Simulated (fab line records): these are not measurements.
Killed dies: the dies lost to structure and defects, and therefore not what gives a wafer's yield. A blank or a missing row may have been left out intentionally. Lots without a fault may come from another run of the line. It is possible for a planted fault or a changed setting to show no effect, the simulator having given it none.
fab line records ; flow n5-finfet
record lots=7; wafers=21
route steps=1938 shown BEOL_M7@1273 BEOL_M8@1350
start-h: hours from the record's opening day to when the first of the lot's shown wafers began ; wait-h: hours since the lot's step before ; " as in the row above ; L1.1+2: a row that stands for several wafers ; - either no value or no given start ; * or withheld: withheld ; < > ~ a bound
route shown NAME@n: NAME is a module with steps in the file, n the number in the route of the first one ; usual: the fault-free wafers' mean and standard deviation ; same: alike in all rows ; chamber/n: place in a boat ; sites: readings site by site ; _std_site: standard deviation across them ; _edge_site: inner sites' mean taken away from outer sites' mean ; radius-mm: for every site, how far away it sits from the centre of the wafer ; mask NAME#n: copy n ; behind: tool/chamber where the wafer was last shaped ; hold: the reason the lot was held/the length of the hold in hours/how it ended ; device: the n, p or np transistor that did not switch ; end of line: tests of these same wafers at the route's end ; a step with no rows: only its recipe ; killed: the dies lost at the first sort to structure and to defects; this is not the yield of the wafer ; map: the dies of a wafer, with x for killed, . for not killed, _ for no die there
set.NAME: the run value of the setting; set.NAME@STEP: its run value at that earlier step ; model.NAME: the simulator's own value behind a step, which no gauge read
lots run with intentionally changed settings; tables by step, rows by wafer
## steps
# step N5_BEOL_M7_EXPOSE_08
# recipe mask-id=M7; na=1.35; source-shape=dipole; sigma-inner=0.817; sigma-outer=0.97; polarization=te; dose-mj=68.25
lot.wafer;tool;chamber;start-h;wait-h;mask;set.dose-mj
L074.3+5;arfi-scanner-03;0;192.00;-;M7#0;69.96
L074.6;arfi-scanner-03;0;192.00;-;M7#0;68.25
L076.1+5;arfi-scanner-02;0;205.20;-;M7#0;72.69
L076.2;arfi-scanner-02;0;205.20;-;M7#0;68.25
L081.1+2+6;arfi-scanner-03;0;244.02;-;M7#0;68.25
L083.1+3+4;arfi-scanner-01;0;265.89;-;M7#0;68.25
L086.2+5;arfi-scanner-03;0;287.56;-;M7#0;68.25
L086.6;arfi-scanner-03;0;287.56;-;M7#0;72.57
L087.3+4;arfi-scanner-03;0;287.74;-;M7#0;66.28
L087.5;arfi-scanner-03;0;287.74;-;M7#0;68.25
L092.1+5+6;arfi-scanner-03;0;340.26;-;M7#0;68.25
# step N5_BEOL_M7_PEB_09
# recipe peb-temp-c=withheld; peb-time-s=60; resist=CAR-ArF
# step N5_BEOL_M7_DEVELOP_10
# recipe develop-time-s=30; developer=TMAH; resist=CAR-ArF; rinse-liquid=diw; dry=air-spin; dev-temp-c=23
# step N5_BEOL_M7_CD_MEAS_11
# recipe target-cd-nm=38.5; landing-energy-ev=500; detector=se-inlens; polarity=opening
# usual cd-nm=38.1/0.46
lot.wafer;tool;chamber;start-h;wait-h;set.dose-mj@BEOL_M7_EXPOSE_08;cd-nm
L074.3;cd-sem-02;0;192.12;-;69.96;39.4
L074.5;cd-sem-02;0;192.12;-;69.96;39.3
L074.6;cd-sem-02;0;192.12;-;68.25;38.1
L076.1;cd-sem-03;0;205.33;-;72.69;41.4
L076.2;cd-sem-03;0;205.33;-;68.25;38.1
L076.5;cd-sem-03;0;205.33;-;72.69;41.5
L081.1;cd-sem-02;0;244.15;-;68.25;38.4
L081.2;cd-sem-02;0;244.15;-;68.25;38.7
L081.6;cd-sem-02;0;244.15;-;68.25;38.4
L083.1;cd-sem-03;0;266.02;-;68.25;38.9
L083.3;cd-sem-03;0;266.02;-;68.25;37.9
L083.4;cd-sem-03;0;266.02;-;68.25;38.2
L086.2;cd-sem-02;0;287.68;-;68.25;39.0
L086.5;cd-sem-02;0;287.68;-;68.25;38.4
L086.6;cd-sem-02;0;287.68;-;72.57;41.5
L087.3;cd-sem-03;0;287.86;-;66.28;36.6
L087.4;cd-sem-03;0;287.86;-;66.28;36.3
L087.5;cd-sem-03;0;287.86;-;68.25;37.8
L092.1;cd-sem-01;0;340.39;-;68.25;37.3
L092.5;cd-sem-01;0;340.39;-;68.25;37.6
L092.6;cd-sem-01;0;340.39;-;68.25;37.6
# step N5_BEOL_M7_DESCUM_16
# recipe chemistry=O2; time-s=7.9; source-power-w=50; bias-power-w=20; pressure-mtorr=20; rf-frequency-hz=2.712e+07; temp-c=40; resist=CAR-ArF; o2-flow-sccm=225
# step N5_BEOL_M7_ETCH_61
# recipe chemistry=CF4; target=SiARC; target-depth-a=455; mask-material=CAR-ArF; time-s=75.8; ion-energy-ev=80; pressure-mtorr=40; source-w=545; bias-w=36; Ar_flow_sccm=100; cf4-flow-sccm=100; ends=cleared
lot.wafer;tool;chamber;start-h;wait-h;set.spin-rpm@BEOL_M7_COAT_05;set.dose-mj@BEOL_M7_EXPOSE_08;model.BEOL_M7.cd-offset-nm;model.CAR-ArF_of_BEOL_M7_COAT_05.thk-nm
L074.3;rie-diel-01;2;192.24;0.0;1500;69.96;1.2;50.8
L074.5;rie-diel-01;1;192.24;0.0;1620;69.96;0.8;47.6
L074.6;rie-diel-01;3;192.24;0.0;1620;68.25;0;47.4
L076.1;rie-diel-03;3;206.05;0.0;1419;72.69;2.8;53.4
L076.2;rie-diel-03;0;206.05;0.0;1500;68.25;0;51
L076.5;rie-diel-03;0;206.05;0.0;1500;72.69;3.2;51.2
L081.1;rie-diel-01;3;244.27;0.0;1500;68.25;-0.4;51
L081.2;rie-diel-01;1;244.27;0.0;1428;68.25;-0.2;53
L081.6;rie-diel-01;1;244.27;0.0;1428;68.25;-0.4;53
L083.1+4;rie-diel-04;3,2;266.23;0.0;1500;68.25;0;50.8
L083.3;rie-diel-04;0;266.23;0.0;1500;68.25;-0.4;50.8
L086.2;rie-diel-01;2;287.81;0.0;1500;68.25;0.6;50.6
L086.5;rie-diel-01;1;287.81;0.0;1500;68.25;0.2;51
L086.6;rie-diel-01;0;287.81;0.0;1439;72.57;3.4;52.6
L087.3;rie-diel-04;3;288.06;0.0;1500;66.28;-2;51.2
L087.4;rie-diel-04;0;288.06;0.0;1392;66.28;-2.6;54.4
L087.5;rie-diel-04;3;288.06;0.0;1500;68.25;-0.8;50.8
L092.1;rie-diel-03;0;340.86;0.0;1500;68.25;-1.2;50.8
L092.5;rie-diel-03;0;340.86;0.0;1500;68.25;-0.8;51
L092.6;rie-diel-03;1;340.86;0.0;1500;68.25;-0.6;50.8
# step N5_BEOL_M7_ETCH_62
# recipe chemistry=N2/H2; target=SOC; target-depth-a=1100; overetch-a=220; mask-material=SiARC; temp-c=40; time-s=165; ion-energy-ev=200; pressure-mtorr=30; source-w=840; bias-w=150; n2-flow-sccm=200; h2-flow-sccm=200
lot.wafer;tool;chamber;start-h;wait-h;set.dose-mj@BEOL_M7_EXPOSE_08;model.BEOL_M7.cd-offset-nm
L074.3;rie-diel-01;2;192.29;0.0;69.96;1.2
L074.5;rie-diel-01;1;192.29;0.0;69.96;0.6
L074.6;rie-diel-01;3;192.29;0.0;68.25;0.2
L076.1;rie-diel-03;3;206.10;0.0;72.69;2.6
L076.2;rie-diel-03;0;206.10;0.0;68.25;0
L076.5;rie-diel-03;0;206.10;0.0;72.69;3.2
L081.1+6;rie-diel-01;3,1;244.33;0.0;68.25;-0.4
L081.2;rie-diel-01;1;244.33;0.0;68.25;-0.2
L083.1;rie-diel-04;3;266.29;0.0;68.25;-0.2
L083.3;rie-diel-04;0;266.29;0.0;68.25;-0.6
L083.4;rie-diel-04;2;266.29;0.0;68.25;0
L086.2;rie-diel-01;2;287.86;0.0;68.25;0.6
L086.5;rie-diel-01;1;287.86;0.0;68.25;0
L086.6;rie-diel-01;0;287.86;0.0;72.57;3.4
L087.3;rie-diel-04;3;288.11;0.0;66.28;-2
L087.4;rie-diel-04;0;288.11;0.0;66.28;-2.6
L087.5;rie-diel-04;3;288.11;0.0;68.25;-0.8
L092.1;rie-diel-03;0;340.91;0.0;68.25;-1.4
L092.5;rie-diel-03;0;340.91;0.0;68.25;-1.2
L092.6;rie-diel-03;1;340.91;0.0;68.25;-0.6
# step N5_BEOL_M7_STRIP_68
# recipe chemistry=N2/H2; temp-c=40; n2-flow-sccm=200; h2-flow-sccm=200; rf-frequency-hz=6e+07
# step N5_BEOL_M7_STRIP_67
# recipe chemistry=CF4; resist=SiARC; power-w=300; bias-power-w=75; pressure-mtorr=50; cf4-flow-sccm=150; rf-frequency-hz=6e+07
# step N5_BEOL_M7_HM_OPEN_17
# recipe chemistry=Cl2/BCl3; target-depth-a=200; overetch-a=60; target=TiN; mask-material=SOC; ion-energy-ev=150; pressure-mtorr=10; icp-w=1000; bias-w=126; Cl2_flow_sccm=53.25; bcl3-flow-sccm=21.75; Ar_flow_sccm=25
lot.wafer;tool;chamber;start-h;wait-h;set.dose-mj@BEOL_M7_EXPOSE_08;model.BEOL_M7.cd-offset-nm
L074.3;rie-metal-03;1;192.51;0.1;69.96;1
L074.5;rie-metal-03;0;192.51;0.1;69.96;0.6
L074.6;rie-metal-03;1;192.51;0.1;68.25;0
L076.1;rie-metal-01;1;206.33;0.1;72.69;2.6
L076.2;rie-metal-01;0;206.33;0.1;68.25;0
L076.5;rie-metal-01;1;206.33;0.1;72.69;3.2
L081.1+6;rie-metal-03;1,0;244.52;0.0;68.25;-0.4
L081.2;rie-metal-03;0;244.52;0.0;68.25;-0.2
L083.1;rie-metal-02;1;266.47;0.0;68.25;-0.2
L083.3;rie-metal-02;1;266.47;0.0;68.25;-0.6
L083.4;rie-metal-02;1;266.47;0.0;68.25;0
L086.2;rie-metal-03;0;288.05;0.0;68.25;0.6
L086.5;rie-metal-03;0;288.05;0.0;68.25;0
L086.6;rie-metal-03;1;288.05;0.0;72.57;3.2
L087.3;rie-metal-03;0;288.34;0.1;66.28;-2
L087.4;rie-metal-03;1;288.34;0.1;66.28;-2.8
L087.5;rie-metal-03;1;288.34;0.1;68.25;-0.8
L092.1+5;rie-metal-03;1,0;341.11;0.0;68.25;-1.4
L092.6;rie-metal-03;1;341.11;0.0;68.25;-0.8
# step N5_BEOL_M7_STRIP_19
# recipe chemistry=O2; power-w=400; temp-c=40; pressure-mtorr=30; rf-frequency-hz=6e+07; bias-power-w=0; overash-fraction=0.2; o2-flow-sccm=225
# step N5_BEOL_M7_CD_MEAS_18
# recipe pitch-nm=80; target-cd-nm=40
# usual cd-nm=39.6/0.54
lot.wafer;tool;chamber;start-h;wait-h;set.dose-mj@BEOL_M7_EXPOSE_08;cd-nm
L074.3;cd-sem-02;-;192.66;0.1;69.96;41.2
L074.5;cd-sem-02;-;192.66;0.1;69.96;41.0
L074.6;cd-sem-02;-;192.66;0.1;68.25;40.2
L076.1;cd-sem-01;-;206.66;0.1;72.69;42.3
L076.2;cd-sem-01;-;206.66;0.1;68.25;39.9
L076.5;cd-sem-01;-;206.66;0.1;72.69;43.3
L081.1;cd-sem-01;-;244.70;0.0;68.25;39.7
L081.2;cd-sem-01;-;244.70;0.0;68.25;39.5
L081.6;cd-sem-01;-;244.70;0.0;68.25;39.3
L083.1;cd-sem-02;-;266.74;0.0;68.25;39.7
L083.3;cd-sem-02;-;266.74;0.0;68.25;39.4
L083.4;cd-sem-02;-;266.74;0.0;68.25;40.0
L086.2;cd-sem-01;-;288.28;0.1;68.25;40.4
L086.5;cd-sem-01;-;288.28;0.1;68.25;39.8
L086.6;cd-sem-01;-;288.28;0.1;72.57;42.8
L087.3;cd-sem-03;-;288.49;0.1;66.28;38.1
L087.4;cd-sem-03;-;288.49;0.1;66.28;37.0
L087.5;cd-sem-03;-;288.49;0.1;68.25;38.9
L092.1;cd-sem-03;-;341.35;0.0;68.25;38.6
L092.5;cd-sem-03;-;341.35;0.0;68.25;38.6
L092.6;cd-sem-03;-;341.35;0.0;68.25;38.9
# step N5_BEOL_M7_VIA_ETCH_34
# recipe chemistry=C4F6/O2; target=SiCOH_lowk; target-depth-a=1255; mask-material=SOC; taper-deg=4; time-s=50.5; ion-energy-ev=250; pressure-mtorr=30; source-w=345; bias-w=185; Ar_flow_sccm=300; C4F6_flow_sccm=10; O2_flow_sccm=10
# usual rf-vpp-V=665/16
lot.wafer;tool;chamber;start-h;wait-h;set.bias-w;rf-vpp-V
L074.3;rie-diel-04;1;195.02;0.0;196.3;707
L074.5;rie-diel-04;3;195.02;0.0;185;685
L074.6;rie-diel-04;2;195.02;0.0;196.3;715
L076.1;rie-diel-04;0;207.72;0.0;185;683
L076.2;rie-diel-04;3;207.72;0.0;185;686
L076.5;rie-diel-04;3;207.72;0.0;185;687
L081.1;rie-diel-04;1;246.27;0.0;165.4;617
L081.2;rie-diel-04;3;246.27;0.0;185;686
L081.6;rie-diel-04;2;246.27;0.0;185;683
L083.1;rie-diel-03;3;267.55;0.0;185;644
L083.3;rie-diel-03;1;267.55;0.0;185;654
L083.4;rie-diel-03;0;267.55;0.0;185;664
L086.2;rie-diel-03;3;290.65;0.0;185;644
L086.5;rie-diel-03;0;290.65;0.0;176.1;636
L086.6;rie-diel-03;3;290.65;0.0;176.1;620
L087.3;rie-diel-01;2;290.78;0.0;185;674
L087.4;rie-diel-01;3;290.78;0.0;185;649
L087.5;rie-diel-01;1;290.78;0.0;172;635
L092.1;rie-diel-01;2;342.16;0.0;185;675
L092.5;rie-diel-01;1;342.16;0.0;200.2;718
L092.6;rie-diel-01;2;342.16;0.0;185;675
# step N5_BEOL_M7_TRENCH_ETCH_37
# recipe chemistry=C4F6/O2; target-depth-a=934.78; target=SiCOH_lowk; time-s=31.2; ion-energy-ev=250; pressure-mtorr=30; source-w=345; bias-w=185; Ar_flow_sccm=300; C4F6_flow_sccm=10; O2_flow_sccm=10
# usual rf-vpp-V=665/16
lot.wafer;tool;chamber;start-h;wait-h;set.source-w;rf-vpp-V
L074.3;rie-diel-04;1;-;-;345;677
L074.5;rie-diel-04;3;-;-;345;688
L074.6;rie-diel-04;2;-;-;345;681
L076.1;rie-diel-04;0;-;-;396.7;637
L076.2;rie-diel-04;3;-;-;345;686
L076.5;rie-diel-04;3;-;-;345;687
L081.1;rie-diel-04;1;-;-;327.2;693
L081.2;rie-diel-04;3;-;-;327.2;706
L081.6;rie-diel-04;2;-;-;345;682
L083.1;rie-diel-03;3;-;-;345;646
L083.3;rie-diel-03;1;-;-;345;654
L083.4;rie-diel-03;0;-;-;345;663
L086.2;rie-diel-03;3;-;-;345;642
L086.5;rie-diel-03;0;-;-;345;663
L086.6;rie-diel-03;3;-;-;345;643
L087.3;rie-diel-01;2;-;-;345;674
L087.4;rie-diel-01;3;-;-;298.9;699
L087.5;rie-diel-01;1;-;-;298.9;725
L092.1;rie-diel-01;2;-;-;345;675
L092.5;rie-diel-01;1;-;-;345;674
L092.6;rie-diel-01;2;-;-;345;673
# step N5_BEOL_M7_ETCH_41
# recipe chemistry=CH3F/O2; target=SiCN; target-depth-a=319; taper-deg=2; time-s=57.8; ion-energy-ev=120; mask-material=TiN; pressure-mtorr=30; source-w=395; bias-w=75; Ar_flow_sccm=150; CH3F_flow_sccm=30; O2_flow_sccm=20
# step N5_BEOL_M7_STRIP_80
# recipe chemistry=N2/H2; time-s=10; power-w=450; temp-c=40; pressure-mtorr=20; rf-frequency-hz=6e+07; bias-power-w=7; n2-flow-sccm=200; h2-flow-sccm=200
# step N5_BEOL_M7_PRECLEAN_42
# recipe chemistry=residue-remover; time-s=60; temp-c=40
# step N5_BEOL_M7_SRD_43
# recipe time-s=30; temp-c=23; rinse-liquid=diw; dry=ipa-marangoni
# step N5_BEOL_M7_CD_MEAS_35
# recipe target-cd-nm=40; polarity=opening
# usual cd-nm=39.6/0.49
lot.wafer;tool;chamber;start-h;wait-h;set.dose-mj@BEOL_M7_EXPOSE_08;cd-nm
L074.3;cd-sem-02;-;195.43;0.0;69.96;41.2
L074.5;cd-sem-02;-;195.43;0.0;69.96;40.7
L074.6;cd-sem-02;-;195.43;0.0;68.25;40.1
L076.1;cd-sem-01;-;208.12;0.0;72.69;42.7
L076.2;cd-sem-01;-;208.12;0.0;68.25;40.0
L076.5;cd-sem-01;-;208.12;0.0;72.69;43.3
L081.1;cd-sem-01;-;246.67;0.0;68.25;39.5
L081.2;cd-sem-01;-;246.67;0.0;68.25;39.7
L081.6;cd-sem-01;-;246.67;0.0;68.25;39.6
L083.1;cd-sem-03;-;267.96;0.0;68.25;39.7
L083.3;cd-sem-03;-;267.96;0.0;68.25;38.9
L083.4;cd-sem-03;-;267.96;0.0;68.25;39.5
L086.2;cd-sem-01;-;291.05;0.0;68.25;40.3
L086.5;cd-sem-01;-;291.05;0.0;68.25;39.9
L086.6;cd-sem-01;-;291.05;0.0;72.57;43.0
L087.3;cd-sem-02;-;291.19;0.0;66.28;38.1
L087.4;cd-sem-02;-;291.19;0.0;66.28;37.0
L087.5;cd-sem-02;-;291.19;0.0;68.25;39.1
L092.1;cd-sem-01;-;342.57;0.0;68.25;38.5
L092.5;cd-sem-01;-;342.57;0.0;68.25;38.9
L092.6;cd-sem-01;-;342.57;0.0;68.25;39.4
# step N5_BEOL_M8_ETCH_62
# recipe chemistry=N2/H2; target=SOC; target-depth-a=1100; overetch-a=220; mask-material=SiARC; temp-c=40; time-s=165; ion-energy-ev=200; pressure-mtorr=30; source-w=840; bias-w=150; n2-flow-sccm=200; h2-flow-sccm=200
lot.wafer;tool;chamber;start-h;wait-h;set.time-s
L074.3;rie-diel-05;0;204.66;0.0;165
L074.5+6;rie-diel-05;0,3;204.66;0.0;194
L076.1+5;rie-diel-05;0,1;214.56;0.0;165
L076.2;rie-diel-05;3;214.56;0.0;136.5
L081.1+6;rie-diel-02;1,3;250.63;0.0;196.2
L081.2;rie-diel-02;0;250.63;0.0;165
L083.1+3+4;rie-diel-06;2,3,1;274.52;0.0;165
L087.3+4+5;rie-diel-06;1,2,3;295.78;0.0;165
L086.2+5+6;rie-diel-05;0,2,1;296.08;0.0;165
L092.1+5;rie-diel-06;1,3;349.27;0.0;165
L092.6;rie-diel-06;2;349.27;0.0;127.9
# step N5_BEOL_M8_STRIP_68
# recipe chemistry=N2/H2; temp-c=40; n2-flow-sccm=200; h2-flow-sccm=200; rf-frequency-hz=6e+07
# step N5_BEOL_M8_STRIP_67
# recipe chemistry=CF4; resist=SiARC; power-w=300; bias-power-w=75; pressure-mtorr=50; cf4-flow-sccm=150; rf-frequency-hz=6e+07
# step N5_BEOL_M8_HM_OPEN_17
# recipe chemistry=Cl2/BCl3; target-depth-a=200; overetch-a=60; target=TiN; mask-material=SOC; ion-energy-ev=150; pressure-mtorr=10; icp-w=1000; bias-w=126; Cl2_flow_sccm=53.25; bcl3-flow-sccm=21.75; Ar_flow_sccm=25
lot.wafer;tool;chamber;start-h;wait-h;set.time-s@BEOL_M8_ETCH_62;model.etch.depth-nm
L074.3;rie-metal-03;0;204.87;0.1;165;19.73
L074.5;rie-metal-03;0;204.87;0.1;194;17.44
L074.6;rie-metal-03;1;204.87;0.1;194;17.27
L076.1;rie-metal-02;0;214.75;0.0;165;19.78
L076.2;rie-metal-02;1;214.75;0.0;136.5;19.98
L076.5;rie-metal-02;0;214.75;0.0;165;20.05
L081.1;rie-metal-02;1;250.82;0.0;196.2;16.91
L081.2;rie-metal-02;1;250.82;0.0;165;19.77
L081.6;rie-metal-02;1;250.82;0.0;196.2;16.89
L083.1;rie-metal-01;1;274.71;0.0;165;20.03
L083.3;rie-metal-01;1;274.71;0.0;165;20.26
L083.4;rie-metal-01;0;274.71;0.0;165;19.94
L087.3;rie-metal-01;0;295.99;0.1;165;19.95
L087.4;rie-metal-01;1;295.99;0.1;165;20.06
L087.5;rie-metal-01;1;295.99;0.1;165;19.94
L086.2;rie-metal-01;0;296.26;0.0;165;19.63
L086.5;rie-metal-01;0;296.26;0.0;165;19.64
L086.6;rie-metal-01;1;296.26;0.0;165;19.74
L092.1;rie-metal-02;1;349.46;0.0;165;20.41
L092.5;rie-metal-02;1;349.46;0.0;165;20.1
L092.6;rie-metal-02;0;349.46;0.0;127.9;20.48
# step N5_BEOL_M8_COAT_63
# recipe resist=SOC; temp-c=250; time-s=60; spin-rpm=1500; resist-thk-nm=60
lot.wafer;tool;chamber;start-h;wait-h;set.spin-rpm;model.SOC_of_BEOL_M8_COAT_63.thk-nm
L074.3+6;litho-track-05;0;205.07;0.0;1500;60
L074.5;litho-track-05;0;205.07;0.0;1581;58.4
L076.1;litho-track-05;0;215.01;0.0;1500;60
L076.2;litho-track-05;0;215.01;0.0;1585;58.4
L076.5;litho-track-05;0;215.01;0.0;1585;58.6
L081.1+6;litho-track-03;0;252.18;1.0;1567;58.8
L081.2;litho-track-03;0;252.18;1.0;1500;60
L083.1+3+4;litho-track-05;0;274.92;0.0;1500;60
L087.3+5;litho-track-02;0;297.38;1.2;1562;58.6
L087.4;litho-track-02;0;297.38;1.2;1500;60
L086.2;litho-track-03;0;297.46;1.0;1500;60
L086.5+6;litho-track-03;0;297.46;1.0;1451;61
L092.1;litho-track-03;0;350.54;0.9;1500;59.8
L092.5+6;litho-track-03;0;350.54;0.9;1338;63.6
# step N5_BEOL_M8_COAT_64
# recipe resist=SiARC; temp-c=220; time-s=60; spin-rpm=1500; resist-thk-nm=12
# step N5_BEOL_M8_COAT_71
# recipe resist=underlayer; temp-c=205; time-s=60; spin-rpm=1500; resist-thk-nm=5
# step N5_BEOL_M8_ETCH_72
# recipe chemistry=N2/H2; target=underlayer; target-depth-a=65; mask-material=CAR-EUV; time-s=5.2; ion-energy-ev=200; pressure-mtorr=30; source-w=840; bias-w=150; n2-flow-sccm=200; h2-flow-sccm=200; ends=cleared
# step N5_BEOL_M8_ETCH_65
# recipe chemistry=CF4; target=SiARC; target-depth-a=156; mask-material=CAR-EUV; time-s=26; ion-energy-ev=80; pressure-mtorr=40; source-w=545; bias-w=36; Ar_flow_sccm=100; cf4-flow-sccm=100; ends=cleared
# step N5_BEOL_M8_ETCH_66
# recipe chemistry=N2/H2; target=SOC; target-depth-a=800; overetch-a=160; mask-material=SiARC; temp-c=40; time-s=120; ion-energy-ev=200; pressure-mtorr=30; source-w=840; bias-w=150; n2-flow-sccm=200; h2-flow-sccm=200
lot.wafer;tool;chamber;start-h;wait-h;set.spin-rpm@BEOL_M8_COAT_63;model.etch.depth-nm
L074.3;rie-diel-06;1;205.66;0.0;1500;60.09
L074.5;rie-diel-06;0;205.66;0.0;1581;58.47
L074.6;rie-diel-06;3;205.66;0.0;1500;60.01
L076.1;rie-diel-02;3;215.60;0.0;1500;60.08
L076.2;rie-diel-02;0;215.60;0.0;1585;58.42
L076.5;rie-diel-02;0;215.60;0.0;1585;58.57
L081.1;rie-diel-05;1;252.65;0.0;1567;58.78
L081.2;rie-diel-05;3;252.65;0.0;1500;60.02
L081.6;rie-diel-05;0;252.65;0.0;1567;58.74
L083.1;rie-diel-05;1;275.47;0.0;1500;59.96
L083.3;rie-diel-05;0;275.47;0.0;1500;60.05
L083.4;rie-diel-05;3;275.47;0.0;1500;59.95
L087.3;rie-diel-02;3;297.85;0.0;1562;58.6
L087.4;rie-diel-02;2;297.85;0.0;1500;59.98
L087.5;rie-diel-02;1;297.85;0.0;1562;58.62
L086.2;rie-diel-06;1;298.43;0.0;1500;60.06
L086.5;rie-diel-06;1;298.43;0.0;1451;61.06
L086.6;rie-diel-06;3;298.43;0.0;1451;60.99
L092.1;rie-diel-06;1;351.09;0.0;1500;59.79
L092.5;rie-diel-06;0;351.09;0.0;1338;63.51
L092.6;rie-diel-06;3;351.09;0.0;1338;63.56
## key
split step=N5_BEOL_M7_EXPOSE_08; setting=dose-mj; stated=68.25; by=wafer
response step=N5_BEOL_M7_CD_MEAS_11; reading=cd-nm; change=+0.482; per=1%; r=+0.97
response step=N5_BEOL_M7_ETCH_61; reading=model.BEOL_M7.cd-offset-nm; change=+0.467; per=1%; r=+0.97
response step=N5_BEOL_M7_ETCH_62; reading=model.BEOL_M7.cd-offset-nm; change=+0.46; per=1%; r=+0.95
response step=N5_BEOL_M7_HM_OPEN_17; reading=model.BEOL_M7.cd-offset-nm; change=+0.452; per=1%; r=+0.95
response step=N5_BEOL_M7_CD_MEAS_18; reading=cd-nm; change=+0.436; per=1%; r=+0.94
response step=N5_BEOL_M7_CD_MEAS_35; reading=cd-nm; change=+0.456; per=1%; r=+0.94
split step=N5_BEOL_M7_VIA_ETCH_34; setting=bias-w; stated=185; by=wafer
response step=N5_BEOL_M7_VIA_ETCH_34; reading=rf-vpp-V; change=+5.14; per=1%; r=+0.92
split step=N5_BEOL_M7_TRENCH_ETCH_37; setting=source-w; stated=345; by=wafer
response step=N5_BEOL_M7_TRENCH_ETCH_37; reading=rf-vpp-V; change=-3.09; per=1%; r=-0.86
split step=N5_BEOL_M8_ETCH_62; setting=time-s; stated=165; by=wafer
response step=N5_BEOL_M8_HM_OPEN_17; reading=model.etch.depth-nm; shape=bent; at-lowest=20.48; at-stated=19.94; at-highest=16.9
split step=N5_BEOL_M8_COAT_63; setting=spin-rpm; stated=1500; by=wafer
response step=N5_BEOL_M8_COAT_63; reading=model.SOC_of_BEOL_M8_COAT_63.thk-nm; change=-0.322; per=1%; r=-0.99
response step=N5_BEOL_M8_ETCH_66; reading=model.etch.depth-nm; change=-0.321; per=1%; r=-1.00
split outside-this-file step=N5_BEOL_M7_COAT_05 setting=spin-rpm
# split outside-this-file: this setting was split too, and the file shows its column; the key of that split is in another file
